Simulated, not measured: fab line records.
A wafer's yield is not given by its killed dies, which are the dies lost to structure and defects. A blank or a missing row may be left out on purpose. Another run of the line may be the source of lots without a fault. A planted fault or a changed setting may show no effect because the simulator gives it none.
fab line records	flow n5Finfet
record: lots: 9	wafers: 26	lastDay: 17
route steps=1938 shown FIN_CUT@172 STI_FIN_REVEAL@189 DUMMY_GATE@215 BEOL_M4@1111
lots with no fault: from the same line, run without faults
startH: hours from the record's first day to the start of the lot's first wafer shown	waitH: hours since the lot's step before	" identical to the entry in the row above	L1.1+2: one row covering several wafers at once	- no value, or no start given	* or withheld: withheld	< > ~ a bound
route shown NAME@n: names a module that has steps shown in the file, with the first one's number in the route	usual: mean and standard deviation over wafers with no fault	same: alike in all rows	chamber/n: place in a boat	sites: per-site readings	_std_site: standard deviation of those values	_edge_site: the outer-site mean with the inner-site mean subtracted	radiusMm: for every site, how far away it sits from the centre of the wafer	mask NAME#n: copy n	behind: tool/chamber where the wafer was last shaped	hold: cause of the lot's hold/its duration in hours/its outcome	device: the n, p or np transistor that did not switch	end of line: the route-end tests of the same wafers	step lacking rows: just its recipe	killed: the dies lost at the first sort to structure and to defects; this is not the yield of the wafer	map: the dies of a wafer, with x for killed, . for not killed, _ for no die there
set.NAME: the setting as run; set.NAME@STEP: as run at that earlier step	model.NAME: the simulator's own value behind a step, which no gauge read
route steps across a sampled set of lots; one table per step, one row per wafer
services: when a tool's chamber went out of use (startH, in hours from the record's first day, below 0 if earlier), for how many hours, and the reason
== steps ==
step: N5_FIN_CUT_STRIP_24
recipe: chemistry: CF4	resist: SiARC	powerW: 300	biasPowerW: 75	pressureMtorr: 50	cf4FlowSccm: 150	rfFrequencyHz: 6e+07
usual: drypumpMotorCurrentA: 5.68/0.29	oesProductAu: 0.80/0.067	rfVppV: 271.6/1.4	showerheadPlenumPTorr: 1.81/0.052	throttleValvePct: 13.55/0.22
lot.wafer	tool	chamber	startH	waitH	drypumpMotorCurrentA	oesProductAu	rfHoursCounterH	rfVppV	showerheadPlenumPTorr	throttleValvePct
L551.1	rieDiel-03	1	29.88	0.0	5.34	0.86	53	272.7	1.80	13.19
L551.4	"	3	"	"	5.91	0.73	-	272.1	1.81	13.75
L551.5	"	2	"	"	5.66	0.81	-	273.8	1.86	13.70
L552.3	rieDiel-04	0	34.66	0.0	5.75	0.84	58	271.7	1.83	13.52
L552.4	"	1	"	"	5.68	0.94	14	271.6	1.76	13.17
L552.6	"	2	"	"	5.99	0.73	-	269.0	1.73	13.74
L556.1	rieDiel-01	1	59.66	0.0	5.92	0.75	156	270.9	1.73	13.68
L556.2	"	0	"	"	5.79	0.91	13	271.5	1.85	13.25
L556.5	"	0	"	"	5.78	0.91	-	271.9	1.85	13.28
L558.2	rieDiel-03	0	70.64	0.0	5.74	0.93	10	272.7	1.90	13.58
L558.5	"	2	"	"	5.67	0.78	-	274.5	1.86	13.75
L558.6	"	1	"	"	5.34	0.84	-	272.1	1.80	13.25
L562.4	rieDiel-03	0	96.59	0.0	5.75	0.91	19	273.6	1.90	13.57
L562.6	"	0	"	"	5.74	0.91	-	273.0	1.90	13.58
L564.2	rieDiel-03	1	106.15	0.0	5.35	0.82	83	271.5	1.80	13.28
L564.3	"	3	"	"	5.89	0.72	192	270.1	1.80	13.82
L564.6	"	1	"	"	5.34	0.82	-	272.0	1.79	13.29
L565.1	rieDiel-03	3	111.77	0.0	5.90	0.72	193	270.9	1.80	13.82
L565.3	"	2	"	"	5.65	0.77	125	271.5	1.86	13.76
L565.4	"	0	"	"	5.75	0.89	23	274.6	1.90	13.59
L566.3	rieDiel-03	2	116.69	0.0	5.64	0.77	127	272.5	1.85	13.78
L566.4	"	1	"	"	5.35	0.82	87	271.8	1.79	13.28
L566.5	"	2	"	"	5.63	0.77	-	273.0	1.86	13.78
L567.3	rieDiel-04	1	123.45	0.0	5.65	0.88	44	270.9	1.75	13.25
L567.4	"	2	"	"	6.05	0.71	201	269.0	1.73	13.81
L567.6	"	1	"	"	5.65	0.87	-	271.5	1.75	13.25
step: N5_FIN_CUT_CUT_ETCH_15
recipe: chemistry: HBr/Cl2/O2	target: Si	targetDepthA: 1000	btTimeS: 10	maskMaterial: SOC	timeS: 42.4	ionEnergyEv: *	biasW: *	pressureMtorr: 10	icpW: 800	HBr_flow_sccm: 150	Cl2_flow_sccm: 80	O2_flow_sccm: 12
usual: drypumpMotorCurrentA: 5.7/0.41	mfcCl2Sccm: 79.95/0.26	oesProductAu: 1.003/0.017	throttleValvePct: 37.0/0.34
lot.wafer	tool	chamber	startH	waitH	drypumpMotorCurrentA	mfcCl2Sccm	oesProductAu	rfHoursCounterH	throttleValvePct
L551.1	rieSi-06	2	30.09	0.1	6.1	79.62	1.017	117	37.1
L551.4	"	1	"	"	5.7	79.87	1.007	99	36.9
L551.5	"	3	"	"	5.7	80.35	0.994	-	37.2
L552.3	rieSi-06	1	34.88	0.0	5.7	79.54	1.011	99	36.9
L552.4	"	0	"	"	5.5	80.46	1.012	166	37.5
L552.6	"	0	"	"	5.6	80.12	1.021	-	37.4
L556.1	rieSi-06	0	60.09	0.1	5.6	79.91	1.015	166	37.5
L556.2	"	1	"	"	5.7	80.37	1.005	100	36.9
L556.5	"	2	"	"	6.1	79.83	1.019	-	37.1
L558.2	rieSi-02	3	70.85	0.1	6.0	80.05	1.018	5	37.0
L558.5	"	3	"	"	6.0	80.31	1.027	-	37.0
L558.6	"	0	"	"	5.5	80.11	0.975	-	36.8
L562.4	rieSi-02	1	96.80	0.0	4.9	79.85	0.996	13	36.4
L562.6	"	0	"	"	5.5	79.48	0.969	-	36.8
L564.2	rieSi-02	0	106.36	0.1	5.5	80.03	0.971	106	36.8
L564.3	"	2	"	"	5.8	79.95	1.012	134	37.5
L564.6	"	3	"	"	6.0	79.74	1.024	-	37.0
L565.1	rieSi-02	3	111.98	0.1	6.0	79.75	1.018	5	37.0
L565.3	"	0	"	"	5.5	79.92	0.981	106	36.8
L565.4	"	1	"	"	4.9	80.19	1.001	13	36.4
L566.3	rieSi-06	1	116.90	0.0	5.7	79.93	1.009	101	36.9
L566.4	"	0	"	"	5.6	79.90	1.016	167	37.5
L566.5	"	0	"	"	5.6	80.20	1.026	-	37.4
L567.3	rieSi-02	3	123.67	0.0	6.0	79.81	1.019	6	37.0
L567.4	"	1	"	"	4.9	80.21	1.005	-	36.4
L567.6	"	0	"	"	5.5	79.49	0.965	-	36.8
step: N5_STI_FIN_REVEAL_DENSIFY_30
recipe: tempC: *	timeS: *	ambient: N2	idleTempC: 600	rampUpCPerS: 150	rampDownCPerS: 60	coolToC: 600
usual: lampPowerPct: 11.53/0.053	wafer_temp_C_max: *
lot.wafer	tool	chamber	startH	waitH	lampPowerPct	wafer_temp_C_max
L551.1	rtpAnneal-02	0	35.82	0.0	11.49	*
L551.4	"	0	"	"	11.50	*
L551.5	"	0	"	"	11.57	*
L552.3	rtpAnneal-02	0	41.57	0.3	11.61	*
L552.4	"	0	"	"	11.47	*
L552.6	"	0	"	"	11.50	*
L556.1	rtpAnneal-02	0	66.02	0.0	11.46	*
L556.2	"	0	"	"	11.63	*
L556.5	"	0	"	"	11.40	*
L558.2	rtpAnneal-01	0	77.51	0.3	11.61	*
L558.5	"	0	"	"	11.47	*
L558.6	"	0	"	"	11.43	*
L562.4	rtpAnneal-02	0	102.73	0.1	11.52	*
L562.6	"	0	"	"	11.55	*
L564.2	rtpAnneal-01	0	112.28	0.2	11.45	*
L564.3	"	0	"	"	11.62	*
L564.6	"	0	"	"	11.45	*
L565.1	rtpAnneal-01	0	117.76	0.0	11.49	*
L565.3	"	0	"	"	11.54	*
L565.4	"	0	"	"	11.53	*
L566.3	rtpAnneal-02	0	122.72	0.1	11.53	*
L566.4	"	0	"	"	11.57	*
L566.5	"	0	"	"	11.47	*
L567.3	rtpAnneal-01	0	129.51	0.1	11.49	*
L567.4	"	0	"	"	11.55	*
L567.6	"	0	"	"	11.60	*
step: N5_DUMMY_GATE_CVD_03
recipe: material: a-Si	targetThkA: 1500	tempC: 530	precursor: SiH4	timeS: 8042
usual: spikeTcBottomC: 550.4/2.4	spikeTcCentreC: 530.2/0.6	spikeTcLowerC: 530.3/0.84	spikeTcTopC: 553.5/0.41	spikeTcUpperC: 529.1/0.64	susceptorTempC: 530.01/0.26	zonePowerUpperPct: 6.5/0.59
lot.wafer	tool	chamber	startH	waitH	spikeTcBottomC	spikeTcCentreC	spikeTcLowerC	spikeTcTopC	spikeTcUpperC	susceptorTempC	zonePowerUpperPct
L551.1	lpcvd-01	1/40	39.34	0.1	552.6	530.7	530.6	554.1	528.0	530.23	6.1
L551.4	"	1/54	"	"	552.6	530.7	530.6	554.1	528.0	530.23	6.1
L551.5	"	1/59	"	"	552.6	530.7	530.6	554.1	528.0	530.23	6.1
L552.3	lpcvd-01	0/100	45.08	0.1	550.0	529.7	530.0	553.9	529.5	529.89	6.2
L552.4	"	0/104	"	"	550.0	529.7	530.0	553.9	529.5	529.89	6.2
L552.6	"	0/114	"	"	550.0	529.7	530.0	553.9	529.5	529.89	6.2
L556.1	lpcvd-01	1/90	71.31	0.1	553.3	530.4	530.0	553.8	528.2	530.14	6.2
L556.2	"	1/95	"	"	553.3	530.4	530.0	553.8	528.2	530.14	6.2
L556.5	"	1/109	"	"	553.3	530.4	530.0	553.8	528.2	530.14	6.2
L558.2	lpcvd-01	1/45	81.12	0.1	553.0	530.9	530.4	552.9	528.2	529.94	6.2
L558.5	"	1/59	"	"	553.0	530.9	530.4	552.9	528.2	529.94	6.2
L558.6	"	1/64	"	"	553.0	530.9	530.4	552.9	528.2	529.94	6.2
L562.4	lpcvd-02	0/29	106.29	0.0	547.0	529.6	528.4	553.1	529.9	530.41	7.9
L562.6	"	0/39	"	"	547.0	529.6	528.4	553.1	529.9	530.41	7.9
L564.2	lpcvd-01	0/70	115.88	0.1	563.7	543.0	543.0	565.4	542.0	542.64	6.4
L564.3	"	0/75	"	"	563.7	543.0	543.0	565.4	542.0	542.64	6.4
L564.6	"	0/89	"	"	563.7	543.0	543.0	565.4	542.0	542.64	6.4
L565.1	lpcvd-01	0/65	121.38	0.1	562.1	542.0	543.2	565.5	541.6	542.41	6.4
L565.3	"	0/75	"	"	562.1	542.0	543.2	565.5	541.6	542.41	6.4
L565.4	"	0/79	"	"	562.1	542.0	543.2	565.5	541.6	542.41	6.4
L566.3	lpcvd-01	0/25	126.16	0.1	562.8	543.1	544.3	565.1	541.7	542.88	6.4
L566.4	"	0/29	"	"	562.8	543.1	544.3	565.1	541.7	542.88	6.4
L566.5	"	0/34	"	"	562.8	543.1	544.3	565.1	541.7	542.88	6.4
L567.3	lpcvd-01	1/75	132.95	0.1	565.6	543.6	542.5	565.4	541.6	542.11	6.4
L567.4	"	1/79	"	"	565.6	543.6	542.5	565.4	541.6	542.11	6.4
L567.6	"	1/89	"	"	565.6	543.6	542.5	565.4	541.6	542.11	6.4
step: N5_DUMMY_GATE_CMP_04
recipe: material: a-Si	postCmpClean: alkalineBrush
usual: edgeZonePressureFrac: 1.000/0.0048	motorCurrentA: 10.0/0.93	padLifeWafers: 1132/680	slurryFilterDpKPa: 13.51/0.14	slurryFlowMlMin: 150.0/0.48	timeToEndpointS: 15.1/2.9
lot.wafer	tool	chamber	startH	waitH	edgeZonePressureFrac	motorCurrentA	padLifeWafers	slurryFilterDpKPa	slurryFlowMlMin	timeToEndpointS
L551.1	cmp-03	2	43.18	0.1	1.007	8.9	624	13.66	150.0	15.1
L551.4	"	1	"	"	1.002	9.9	627	13.52	149.5	12.9
L551.5	"	2	"	"	1.008	8.1	-	13.46	150.1	17.4
L552.4	cmp-04	2	50.64	0.0	1.000	9.5	1530	13.48	149.6	13.2
L552.3	"	3	"	"	1.000	9.3	1531	13.63	149.6	11.8
L552.6	"	2	"	"	0.997	9.4	-	13.43	150.4	10.6
L556.1	cmp-03	0	75.06	0.0	1.006	11.0	900	13.40	150.2	18.1
L556.2	"	1	"	"	0.998	10.0	901	13.18	150.8	13.0
L556.5	"	1	"	"	0.995	9.6	-	13.50	149.0	12.0
L558.2	cmp-01	0	84.93	0.1	1.006	10.4	80	13.77	149.7	20.3
L558.5	"	2	"	"	0.999	11.9	-	13.34	149.1	21.4
L558.6	"	3	"	"	0.997	10.2	-	13.34	150.4	19.0
L562.4	cmp-04	3	110.09	0.1	0.985	9.5	1940	13.78	150.3	14.8
L562.6	"	1	"	"	0.996	11.0	-	13.50	149.7	12.5
L564.3	cmp-03	3	119.68	0.1	0.993	10.2	1316	13.28	150.3	25.0
L564.2	"	0	"	"	1.001	10.6	1317	13.42	149.5	26.4
L564.6	"	1	"	"	0.994	9.7	-	13.49	149.5	22.2
L565.3	cmp-04	2	125.11	0.0	1.002	9.6	2058	13.49	149.7	20.0
L565.1	"	0	"	"	1.007	9.0	2060	13.34	149.6	29.1
L565.4	"	1	"	"	1.001	11.1	2061	13.40	149.6	21.1
L566.3	cmp-03	1	129.89	0.0	0.998	9.1	1416	13.30	150.1	26.1
L566.4	"	0	"	"	1.000	10.8	1419	13.53	149.4	29.8
L566.5	"	2	"	"	0.999	8.9	-	13.58	150.0	31.4
L567.4	cmp-01	2	136.76	0.1	1.010	12.0	494	13.81	150.6	31.2
L567.3	"	3	"	"	1.006	10.2	495	13.31	150.0	29.1
L567.6	"	0	"	"	1.001	10.5	-	13.52	150.3	25.9
step: N5_BEOL_M4_RC_MEAS_101
usual: DIBL_N: 37.1/2.4	DIBL_P: 37/3	IOFF_N: 0.18/0.053	IOFF_P: 0.21/0.05	ION_N: 674/14	ION_P: 459/9.2	SS_N: 72.1/0.9	SS_P: 73.4/0.89	VT_N: 250/3.8	VT_P: -251/3.7
lot.wafer	tool	chamber	startH	waitH	DIBL_N[mV/V]	DIBL_P[mV/V]	IOFF_N[nA/um]	IOFF_P[nA/um]	ION_N[uA/um]	ION_P[uA/um]	SS_N[mV/dec]	SS_P[mV/dec]	VT_N[mV]	VT_P[mV]
L551.1	prober-02	0	179.75	0.0	39.7	42	0.23	0.30	684	470	72.4	74.6	245	-248
L551.4	"	0	"	"	38.3	39	0.19	0.22	667	455	71.9	73.9	249	-253
L551.5	"	0	"	"	39.1	41	0.21	0.27	673	467	72.2	74.2	245	-248
L552.3	prober-01	0	182.98	0.3	39.5	40	0.21	0.29	680	466	72.7	74.0	248	-246
L552.4	"	0	"	"	36.7	37	0.15	0.22	671	461	71.6	73.3	251	-251
L552.6	"	0	"	"	34.4	33	0.13	0.17	654	450	71.9	71.9	255	-253
L556.1	prober-02	0	205.69	0.0	40.3	37	0.26	0.19	659	447	74.5	73.1	250	-253
L556.2	"	0	"	"	35.2	35	0.13	0.16	654	445	70.6	73.0	253	-254
L556.5	"	0	"	"	36.3	36	0.14	0.17	655	441	71.5	72.5	252	-254
L558.2	prober-02	0	213.79	0.2	36.1	34	0.14	0.20	674	464	72.4	72.6	252	-250
L558.5	"	0	"	"	33.4	31	0.11	0.16	656	453	71.2	71.6	256	-252
L558.6	"	0	"	"	36.5	36	0.15	0.22	677	474	72.2	73.4	253	-250
L562.4	prober-01	0	234.68	0.5	35.6	36	0.17	0.20	678	462	72.4	73.2	250	-251
L562.6	"	0	"	"	37.2	38	0.22	0.23	698	465	71.5	74.4	244	-250
L564.2	prober-01	0	257.38	0.2	36.5	37	0.16	0.22	682	466	73.1	73.8	251	-248
L564.3	"	0	"	"	35.9	36	0.17	0.22	676	465	71.8	73.9	247	-249
L564.6	"	0	"	"	35.7	37	0.17	0.23	678	473	71.9	73.6	250	-249
L565.1	prober-02	0	265.37	0.0	35.8	36	0.15	0.19	694	467	71.0	72.6	250	-253
L565.3	"	0	"	"	39.2	40	0.21	0.25	679	466	72.0	74.1	246	-250
L565.4	"	0	"	"	39.0	41	0.21	0.27	712	484	72.4	74.0	243	-248
L567.3	prober-02	0	274.10	0.3	35.3	33	0.13	0.16	663	454	70.9	72.4	250	-255
L567.4	"	0	"	"	39.8	40	0.20	0.25	685	468	72.8	74.7	248	-247
L567.6	"	0	"	"	37.4	37	0.15	0.21	666	458	71.4	73.0	251	-250
L566.3	prober-01	0	277.27	0.3	44.3	45	0.39	0.41	708	473	74.5	75.2	243	-240
L566.4	"	0	"	"	36.7	35	0.17	0.20	664	453	71.5	73.1	250	-250
L566.5	"	0	"	"	38.2	38	0.19	0.24	671	458	71.8	73.4	249	-250
== services ==
tool	chamber	startH	hours	kind
rieDiel-03	-	6.52	14.6	pm
cmp-04	-	8.48	1.3	repair
cmp-04	-	12.22	0.2	repair
rieDiel-04	1	17.35	5.4	repair
rieDiel-01	1	19.96	4.4	repair
rieDiel-03	0	23.62	-	clean
rieDiel-03	0	23.62	-	consumableReplace:focusRing
rieSi-02	0	33.88	3.4	repair
cmp-01	-	38.73	6.5	repair
rieSi-06	2	40.63	6.0	repair
rieDiel-01	-	44.12	14.6	pm
rieSi-06	0	47.39	10.2	repair
cmp-01	-	50.80	0.6	repair
cmp-01	-	51.57	0.8	repair
rieSi-02	1	58.51	4.0	repair
rieDiel-04	3	63.58	3.9	repair
cmp-01	-	74.26	4.0	pm
rieDiel-01	3	74.90	5.1	repair
cmp-04	-	75.42	7.7	pm
cmp-04	-	94.94	7.2	pm
cmp-03	-	115.97	0.8	repair
rieSi-02	2	119.32	7.9	repair
cmp-04	-	127.08	4.0	pm
cmp-03	-	133.50	0.8	repair
== key ==
firstSign: step: N5_DUMMY_GATE_CVD_03	reading: susceptorTempC	direction: up	sigmas: 48	usual: *	struck: *
effect: step: N5_DUMMY_GATE_CVD_03	reading: spikeTcTopC	direction: up	sigmas: 29	usual: 553.5	struck: 565.4
effect: step: N5_DUMMY_GATE_CMP_04	reading: timeToEndpointS	direction: up	sigmas: 3.9	usual: *	struck: *
metAt N5_DUMMY_GATE_CVD_03
struckLots L564,L565,L566,L567
rowsEnd L564.2,L564.3,L564.6,L565.1,L565.3,L565.4
notActingAt N5_FIN_CUT_STRIP_24,N5_FIN_CUT_CUT_ETCH_15,N5_STI_FIN_REVEAL_DENSIFY_30
fault: kind: processParameterDrift	tool: lpcvd-01	chamber: -	onsetH: 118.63	steps: N5_DUMMY_GATE_CVD_03	channel: tempC	offset: *	shape: step	actsIn: *	stated: *
rowsEnd: these wafers met a further fault down the route, and their rows from its step on are left out
